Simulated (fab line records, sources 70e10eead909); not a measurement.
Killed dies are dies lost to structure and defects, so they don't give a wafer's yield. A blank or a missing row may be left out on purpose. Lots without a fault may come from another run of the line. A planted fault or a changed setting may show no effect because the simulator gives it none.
Problem report in the 8D (eight disciplines) form, filled by code | flow nand_harc | the parts of the form that need people (team, actions taken, sign-off) are left out

1. THE PROBLEM
killed_at_periphery at NHARC_END_SORT_01 reads a mean of 466.8 on 4 wafers of 3 lots; wafers without a fault read 4.7 with a standard deviation of 2.9. That is +99 or more standard deviations from the usual mean.
First seen on wafer L881.4, day 30 04:24, on prober-01. The record holds 9 wafers of 3 lots with a number at this step. Rule for "out", or "out of limits": more than 4 standard deviations from the usual mean. The other wafers with a number count as sound.

2. WHAT IT IS AND WHAT IT IS NOT
question                    | is                               | is not
which readings at this step | killed_at_periphery, killed_dies | killed_at_other, killed_open, killed_short
which lots                  | L880, L881, L882                 | -
which wafers of those lots  | L880.6, L881.4, L881.6, L882.6   | L880.1, L880.3, L881.1, L882.1, L882.3
read on which gauges        | prober-01, prober-02             | -
when                        | from day 30 04:24                | up to then (3 sound wafers); but 2 sound wafers of L882 came after

3. SUSPECTS, AND WHAT RULES EACH OUT
Counting: a tool at a process step up to the reading stays a suspect if it ran every lot that is out. Sound lots after the first of them don't rule it out here, since some wafers of a struck lot are sound.
- the gauge at NHARC_END_SORT_01: ruled out. The wafers that are out were read on 2 gauges (prober-01, prober-02).
- rtp_anneal-02 at NHARC_P_GATE_RTA_64 (time 1 s): kept. It ran every lot that is out, first L880 (day 11 15:58).
- rie_diel-06 at NHARC_P_CONTACT_ETCH_36 (etches the open film in N2/H2, target depth 260 nm, time 406.25 s): kept. It ran every lot that is out, first L880 (day 11 19:06). Its own readings are out on those wafers: oes_product_au.
Left after counting: rtp_anneal-02 at NHARC_P_GATE_RTA_64, rie_diel-06 at NHARC_P_CONTACT_ETCH_36.

4. THE CAUSE (what the simulator had put in)
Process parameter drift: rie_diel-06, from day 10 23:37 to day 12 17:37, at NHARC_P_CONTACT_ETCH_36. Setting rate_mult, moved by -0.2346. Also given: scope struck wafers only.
Counting left 2 suspects, and this tool is among them.

5. THE CHAIN OF EFFECTS, in route order
Each row: a reading whose mean over the struck wafers that have a number lies more than 3 standard deviations from the usual. Only readings for which the record gives a usual standard deviation are gone through. hours: the time from each lot's start at the first step in this table that gives one to its start at this step, as a median over the lots. sigmas: the change in usual standard deviations.
hours | step                    | reading             | usual      | on struck wafers | change | sigmas
0     | NHARC_P_CONTACT_ETCH_36 | oes_product_au      | 1.000 a.u. | 0.859            | -0.141 | -12
440   | NHARC_END_SORT_01       | killed_at_periphery | 4.7        | 466.8            | +462.1 | +99 or more
440   | NHARC_END_SORT_01       | killed_dies         | 58         | 513              | +455   | +27
The process steps in it:
- NHARC_P_CONTACT_ETCH_36: etches the open film in N2/H2, target depth 260 nm, time 406.25 s.

6. WHAT WOULD HAVE CAUGHT IT SOONER
In this record the first reading out of limits at a measuring or inspecting step was taken at day 30 04:24, 461 hours after the fault began at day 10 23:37.
The tool's own readings at NHARC_P_CONTACT_ETCH_36 were out on every struck wafer that the step has a row for (oes_product_au): an alarm limit on them would have fired on the first of those.
All the lots that are out (3) had begun NHARC_P_CONTACT_ETCH_36 on rie_diel-06 by day 30 04:24. A hold on the tool at that time would have spared none of them.
